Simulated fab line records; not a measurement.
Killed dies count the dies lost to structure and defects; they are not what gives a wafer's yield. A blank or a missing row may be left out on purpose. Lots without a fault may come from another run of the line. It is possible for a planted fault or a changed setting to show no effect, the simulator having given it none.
One fault through the eyes of 2 desks    flow n5-finfet    each desk holds nothing but its own numbers, with what lay behind them at the end

FROM THE METROLOGY DESK
What the gauges read for every lot (on any tool): the sampled wafers with a number, averaged. Any lot whose mean is over 4 standard deviations away from the usual mean is out of limits and marked OUT; that distance is given in the brackets. It has 10 readings; the 7 that lie furthest out on some lot are the ones shown.
Columns: A = DIBL_N at N5_BEOL_M4_RC_MEAS_101, usual 37.0 mV/V; B = IOFF_N at N5_BEOL_M4_RC_MEAS_101, usual 0.17 nA/um; C = IOFF_P at N5_BEOL_M4_RC_MEAS_101, usual 0.22 nA/um; D = ION_N at N5_BEOL_M4_RC_MEAS_101, usual 672 uA/um; E = SS_N at N5_BEOL_M4_RC_MEAS_101, usual 71.6 mV/dec; F = VT_N at N5_BEOL_M4_RC_MEAS_101, usual 250 mV; G = VT_P at N5_BEOL_M4_RC_MEAS_101, usual -250 mV
lot   first seen here  A     B     C     D    E     F    G
L519  day 9 21:30      37.7  0.17  0.21  686  71.9  249  -252
L520  day 10 00:00     39.7  0.24  0.26  698  72.7  244  -246
L522  day 10 10:58     35.5  0.15  0.19  669  70.9  251  -254
L523  day 10 21:25     37.4  0.19  0.27  687  71.4  245  -244
L527  day 11 10:03     36.9  0.17  0.23  665  71.7  249  -249
L535  day 13 12:05     37.3  0.16  0.22  676  71.3  249  -248
L532  day 13 12:13     36.8  0.15  0.21  668  71.9  252  -250
L533  day 13 14:22     38.0  0.15  0.19  661  71.9  253  -254
Finding of this desk: none of the 8 lots has anything out of limits.

THE TOOL OWNER'S DESK: rie-diel-05
The tool's own readings at N5_MOL_CONTACT_COAG_ETCH_90 (etches SiARC in CF4, target depth 13 nm, time 21.7 s): means of the sampled wafers that have a number, for each lot that ran on this tool. Any lot whose mean is over 4 standard deviations away from the usual mean is out of limits and marked OUT; that distance is given in the brackets.
Columns: A = drypump-motor-current-A at N5_MOL_CONTACT_COAG_ETCH_90, usual 5.8 A; B = etch-rf-on-time-s at N5_MOL_CONTACT_COAG_ETCH_90, usual 21.8 s; C = oes-product-au at N5_MOL_CONTACT_COAG_ETCH_90, usual 0.66 a.u.; D = rf-vpp-V at N5_MOL_CONTACT_COAG_ETCH_90, usual 184.7 V; E = showerhead-plenum-p-Torr at N5_MOL_CONTACT_COAG_ETCH_90, usual 2.19 Torr; F = throttle-valve-pct at N5_MOL_CONTACT_COAG_ETCH_90, usual 15.55 %
lot   first seen here  A    B               C                D      E     F
L519  day 6 21:02      5.6  22.0            0.62             183.2  2.15  15.68
L520  day 7 05:03      6.2  22.5            0.61             185.6  2.21  15.56
L523  day 8 10:33      6.0  22.0            0.60             183.9  2.17  15.75
L527  day 9 01:55      5.8  21.9            0.62             184.9  2.18  15.52
L532  day 10 06:17     5.7  12.6 (-24) OUT  1.06 (+5.8) OUT  184.2  2.17  15.38
L533  day 10 09:46     6.1  12.7 (-23) OUT  1.04 (+5.4) OUT  185.2  2.19  15.45
This desk's finding: out of limits on L532, L533; first on L532, day 10 06:17 (etch-rf-on-time-s at N5_MOL_CONTACT_COAG_ETCH_90). L519, L520, L523, L527: within limits.

BROUGHT TOGETHER
An alarm could have come from the tool owner's desk at day 10 06:17, on L532, L533.
Metrology desk: nothing out of limits seen.
The metrology desk holds a record of L532, L533, inside its limits.
Every lot named ran N5_MOL_CONTACT_COAG_ETCH_90 on rie-diel-05.

WHAT WAS PUT IN BY THE SIMULATOR
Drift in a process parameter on rie-diel-05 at N5_MOL_CONTACT_COAG_ETCH_90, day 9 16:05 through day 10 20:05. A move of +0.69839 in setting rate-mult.
Struck lots among those shown: L532, L533.
How many hours passed from the start of the fault until each desk's first out-of-limits reading: the tool owner's desk, 14.
